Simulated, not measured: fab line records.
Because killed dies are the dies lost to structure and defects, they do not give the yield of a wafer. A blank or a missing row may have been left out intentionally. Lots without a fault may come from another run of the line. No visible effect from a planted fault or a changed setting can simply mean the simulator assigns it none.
fab line records    flow n5-finfet    part 2 of 2: steps 27 to 32 of 32
[record] lots = 5  wafers = 15  last-day = 18
route steps=1938 shown PMOS_HMC_CHANNEL_EPI@89 FIN_SAQP@90
lots with no fault: from the same line, run without faults
start-h: the number of hours between the record's first day and the start of the first shown wafer of the lot    wait-h: hours elapsed since this lot's preceding step    " repeats the value in the row above    L1.1+2: one row covering several wafers at once    - either no value or no given start    * or withheld: withheld    < > ~ a bound
route shown NAME@n: names a module that has steps shown in the file, with the first one's number in the route    usual: average and standard deviation across the fault-free wafers    same: alike in all rows    chamber/n: place in a boat    sites: readings site by site    _std_site: standard deviation of those values    _edge_site: inner sites' mean taken away from outer sites' mean    radius-mm: how far each site lies from the wafer's centre    mask NAME#n: copy n    behind: tool/chamber where the wafer was last shaped    hold: what put the lot on hold/how long, in hours/how the hold closed    device: transistor that didn't switch, given as n, p or np    end of line: the tests these same wafers got at the end of their route    for a step that has no rows: nothing shown but its recipe    killed: at the first sort, the dies lost to defects and structure; wafer yield is something else    map: dies across one wafer; x = killed, . = not, _ = none there
set.NAME: the setting the step ran with; set.NAME@STEP: the setting that earlier step ran with    model.NAME: the simulator's own value behind a step, which no gauge read
lots seen at some steps along the route; tables by step, rows by wafer
services: the hour from which a tool's chamber was out of use, counted from the record's first day as start-h (under 0 if before that day), plus the number of hours and why
[[steps]]
[step N5_FIN_SAQP_ETCH_51]
[recipe] chemistry = CF4  target = SiARC  target-depth-a = 455  mask-material = CAR-ArF  time-s = 75.8  ion-energy-ev = 80  pressure-mtorr = 40  source-w = 545  bias-w = 36  Ar_flow_sccm = 100  cf4-flow-sccm = 100  ends = cleared
[usual] drypump-motor-current-A = 5.6/0.49  etch-rf-on-time-s = 76.4/2.7  mfc-ar-sccm = 100.04/0.29  oes-product-au = 0.63/0.048  rf-vpp-V = 184.1/1.3  showerhead-plenum-p-Torr = 2.14/0.064  throttle-valve-pct = 15.60/0.15
lot.wafer  tool         chamber  start-h  wait-h  drypump-motor-current-A  etch-rf-on-time-s  mfc-ar-sccm  oes-product-au  rf-hours-counter-h  rf-vpp-V  showerhead-plenum-p-Torr  throttle-valve-pct
L084.1     rie-diel-05  0        82.34    0.0     5.2                      80.2               99.62        0.61            153                 183.0     2.14                      15.41
L084.2     "            3        "        "       4.8                      74.1               100.05       0.65            158                 184.8     2.23                      15.60
L084.5     "            1        "        "       5.4                      79.3               99.47        0.63            -                   183.9     2.11                      15.58
L087.2     rie-diel-01  0        100.08   0.0     6.0                      77.5               100.28       0.61            179                 185.7     2.20                      15.58
L087.3     "            1        "        "       5.9                      75.6               100.20       0.63            148                 186.1     2.21                      15.65
L087.4     "            1        "        "       5.9                      75.7               100.32       0.63            -                   184.7     2.21                      15.65
L092.2     rie-diel-01  0        129.66   0.0     6.0                      76.7               99.85        0.60            190                 184.7     2.20                      15.61
L092.3     "            3        "        "       5.7                      79.3               100.49       0.55            251                 183.6     2.11                      15.70
L092.5     "            0        "        "       6.0                      76.5               99.38        0.61            -                   184.2     2.20                      15.61
L095.2     rie-diel-05  3        147.79   0.0     4.8                      73.1               99.65        0.63            181                 185.1     2.22                      15.63
L095.3     "            2        "        "       6.2                      74.6               99.94        0.61            187                 182.0     2.06                      15.87
L095.4     "            1        "        "       5.4                      80.2               99.89        0.61            173                 185.0     2.11                      15.64
L096.3     rie-diel-01  0        154.55   0.0     6.0                      77.6               99.71        0.59            201                 185.6     2.19                      15.63
L096.5     "            1        "        "       5.9                      76.3               99.99        0.62            -                   184.8     2.21                      15.71
L096.6     "            0        "        "       6.0                      77.8               100.17       0.59            -                   186.3     2.19                      15.62
[step N5_FIN_SAQP_ETCH_52]
[recipe] chemistry = N2/H2  target = SOC  target-depth-a = 1000  overetch-a = 200  mask-material = SiARC  temp-c = 40  time-s = 150  ion-energy-ev = 200  pressure-mtorr = 30  source-w = 840  bias-w = 150  n2-flow-sccm = 200  h2-flow-sccm = 200  ends = end-point
[usual] drypump-motor-current-A = 5.6/0.49  oes-product-au = 0.66/0.046  rf-vpp-V = 524.0/2.5  showerhead-plenum-p-Torr = 2.54/0.087  throttle-valve-pct = 17.78/0.22
lot.wafer  tool         chamber  start-h  wait-h  drypump-motor-current-A  oes-product-au  rf-hours-counter-h  rf-vpp-V  showerhead-plenum-p-Torr  throttle-valve-pct
L084.1     rie-diel-05  0        82.40    0.0     5.2                      0.66            153                 524.3     2.53                      17.41
L084.2     "            3        "        "       4.8                      0.66            158                 527.4     2.66                      17.79
L084.5     "            1        "        "       5.4                      0.67            -                   523.8     2.52                      17.75
L087.2     rie-diel-01  0        100.13   0.0     6.0                      0.65            179                 526.6     2.64                      17.89
L087.3     "            1        "        "       5.9                      0.67            149                 526.8     2.64                      17.83
L087.4     "            1        "        "       5.9                      0.67            -                   526.8     2.64                      17.84
L092.2     rie-diel-01  0        129.72   0.0     6.0                      0.63            190                 525.8     2.64                      17.91
L092.3     "            3        "        "       5.7                      0.60            251                 523.5     2.50                      17.83
L092.5     "            0        "        "       6.0                      0.64            -                   525.7     2.64                      17.90
L095.2     rie-diel-05  3        147.85   0.0     4.8                      0.65            181                 525.3     2.65                      17.83
L095.3     "            2        "        "       6.2                      0.64            187                 519.2     2.44                      18.21
L095.4     "            1        "        "       5.4                      0.66            173                 524.6     2.51                      17.77
L096.3     rie-diel-01  0        154.60   0.0     6.0                      0.63            201                 525.3     2.63                      17.93
L096.5     "            1        "        "       5.9                      0.65            -                   526.9     2.63                      17.89
L096.6     "            0        "        "       6.0                      0.63            -                   525.7     2.63                      17.93
[step N5_FIN_SAQP_STRIP_53]
[recipe] chemistry = N2/H2  temp-c = 40  n2-flow-sccm = 200  h2-flow-sccm = 200  rf-frequency-hz = 6e+07
lot.wafer   tool         chamber  start-h  wait-h
L084.1+2+5  rie-diel-05  0,3,1    82.49    0.0
L087.2+3+4  rie-diel-01  0,1,1    100.23   0.0
L092.2+3+5  rie-diel-01  0,3,0    129.81   0.0
L095.2+3+4  rie-diel-05  3,2,1    147.94   0.0
L096.3+5+6  rie-diel-01  0,1,0    154.70   0.0
[step N5_FIN_SAQP_HM_OPEN_73]
[recipe] chemistry = CHF3/O2  target = SiO2  stop-on = a-Si  target-depth-a = 120  over-etch-frac = 1.8  mask-material = SOC  time-s = 16.8  pressure-mtorr = 30  source-w = 650  bias-w = 170  Ar_flow_sccm = 200  CHF3_flow_sccm = 50  O2_flow_sccm = 5  ion-energy-ev = 200  ends = end-point
[usual] CHF3_flow_sccm = 49.99/0.15  drypump-motor-current-A = 5.6/0.49  mfc-ar-sccm = 199.9/0.64  oes-product-au = 0.44/0.031  rf-vpp-V = 521/13  showerhead-plenum-p-Torr = 2.40/0.074  throttle-valve-pct = 18.79/0.16
lot.wafer  tool         chamber  start-h  wait-h  CHF3_flow_sccm  drypump-motor-current-A  mfc-ar-sccm  oes-product-au  rf-hours-counter-h  rf-vpp-V  showerhead-plenum-p-Torr  throttle-valve-pct
L084.1     rie-diel-05  0        82.50    0.0     50.06           5.2                      200.2        0.45            153                 506       2.40                      18.55
L084.2     "            3        "        "       50.34           4.8                      199.6        0.44            158                 521       2.51                      18.75
L084.5     "            1        "        "       50.13           5.4                      200.1        0.46            -                   513       2.40                      18.89
L087.2     rie-diel-01  0        100.24   0.0     50.21           6.0                      200.9        0.43            179                 536       2.48                      18.79
L087.3     "            1        "        "       49.75           5.9                      199.7        0.45            149                 541       2.49                      18.81
L087.4     "            1        "        "       49.72           5.9                      199.6        0.45            -                   540       2.49                      18.83
L092.2     rie-diel-01  0        129.82   0.0     49.89           6.0                      200.9        0.43            190                 537       2.48                      18.81
L092.3     "            3        "        "       50.10           5.7                      201.1        0.40            251                 530       2.36                      18.84
L092.5     "            0        "        "       50.07           6.0                      200.4        0.43            -                   535       2.48                      18.78
L095.2     rie-diel-05  3        147.95   0.0     49.88           4.8                      200.2        0.44            181                 524       2.50                      18.79
L095.3     "            2        "        "       49.87           6.2                      199.0        0.43            187                 504       2.31                      19.08
L095.4     "            1        "        "       49.89           5.4                      199.0        0.44            173                 511       2.39                      18.95
L096.3     rie-diel-01  0        154.71   0.0     49.92           6.0                      200.3        0.42            201                 536       2.47                      18.82
L096.5     "            1        "        "       50.10           5.9                      200.2        0.43            -                   540       2.48                      18.87
L096.6     "            0        "        "       50.09           6.0                      200.6        0.43            -                   535       2.47                      18.81
[step N5_FIN_SAQP_STRIP_74]
[recipe] chemistry = CHF3/O2  resist = SiARC  rf-frequency-hz = 6e+07
lot.wafer   tool         chamber  start-h  wait-h
L084.1+2+5  rie-diel-05  0,3,1    82.56    0.0
L087.2+3+4  rie-diel-01  0,1,1    100.29   0.0
L092.2+3+5  rie-diel-01  0,3,0    129.88   0.0
L095.2+3+4  rie-diel-05  3,2,1    148.01   0.0
L096.3+5+6  rie-diel-01  0,1,0    154.76   0.0
[step N5_FIN_SAQP_MANDREL_ETCH_22]
[recipe] target-depth-a = 600  chemistry = HBr/Cl2  target = a-Si  stop-on = SiNx  bt-time-s = 10  over-etch-frac = 0.5  time-s = 30  pressure-mtorr = 10  icp-w = 800  bias-w = 75  HBr_flow_sccm = 150  Cl2_flow_sccm = 80  ends = end-point
[usual] HBr_flow_sccm = 150.0/0.43  drypump-motor-current-A = 5.6/0.6  oes-product-au = 0.765/0.011  throttle-valve-pct = 35.3/0.33
lot.wafer  tool       chamber  start-h  wait-h  HBr_flow_sccm  drypump-motor-current-A  oes-product-au  rf-hours-counter-h  throttle-valve-pct
L084.1     rie-si-04  3        82.59    0.0     149.5          4.7                      0.754           110                 34.6
L084.2     "          1        "        "       151.1          5.8                      0.778           31                  35.5
L084.5     "          2        "        "       149.9          4.7                      0.773           -                   35.9
L087.2     rie-si-04  0        100.32   0.0     149.6          6.3                      0.762           189                 35.2
L087.3     "          3        "        "       150.1          4.7                      0.768           110                 34.5
L087.4     "          2        "        "       150.1          4.7                      0.776           138                 35.9
L092.2     rie-si-05  3        129.91   0.0     149.6          5.7                      0.764           2                   35.3
L092.3     "          0        "        "       150.4          5.5                      0.773           94                  35.3
L092.5     "          2        "        "       149.9          6.3                      0.779           -                   35.3
L095.2     rie-si-05  1        148.04   0.0     150.1          4.9                      0.753           4                   35.6
L095.3     "          0        "        "       149.8          5.5                      0.773           94                  35.3
L095.4     "          2        "        "       150.0          6.4                      0.781           143                 35.3
L096.3     rie-si-03  3        154.79   0.0     150.3          6.0                      0.748           20                  35.4
L096.5     "          2        "        "       149.8          4.9                      0.761           -                   35.4
L096.6     "          1        "        "       150.7          6.1                      0.769           -                   35.4
[[services]]
tool             chamber  start-h  hours  kind
arfi-scanner-03  -        61.50    1.3    pm
ald-sin-02       -        62.60    2.8    pm
arfi-scanner-03  -        71.67    1.0    pm
rie-diel-05      -        71.97    0.2    repair
ald-sin-04       1        74.84    3.9    repair
arfi-scanner-03  -        75.78    2.0    repair
arfi-scanner-01  -        77.57    1.0    pm
rtp-anneal-02    -        87.14    3.7    pm
arfi-scanner-03  -        89.74    3.8    repair
rie-diel-01      2        91.24    11.0   repair
arfi-scanner-01  -        92.70    1.0    pm
rie-diel-05      1        93.44    4.1    repair
arfi-scanner-03  -        93.58    4.9    pm
pecvd-03         -        95.06    6.0    pm
arfi-scanner-01  -        95.22    0.6    repair
ald-sin-04       -        98.41    0.5    repair
arfi-scanner-01  -        99.09    0.5    repair
arfi-scanner-01  -        106.61   1.3    pm
arfi-scanner-03  -        106.69   0.3    repair
arfi-scanner-01  -        111.54   0.8    pm
pecvd-03         -        117.39   2.8    pm
ald-sin-03       2        128.68   2.9    repair
arfi-scanner-03  -        138.16   0.8    pm
ald-sin-04       -        143.80   6.1    pm
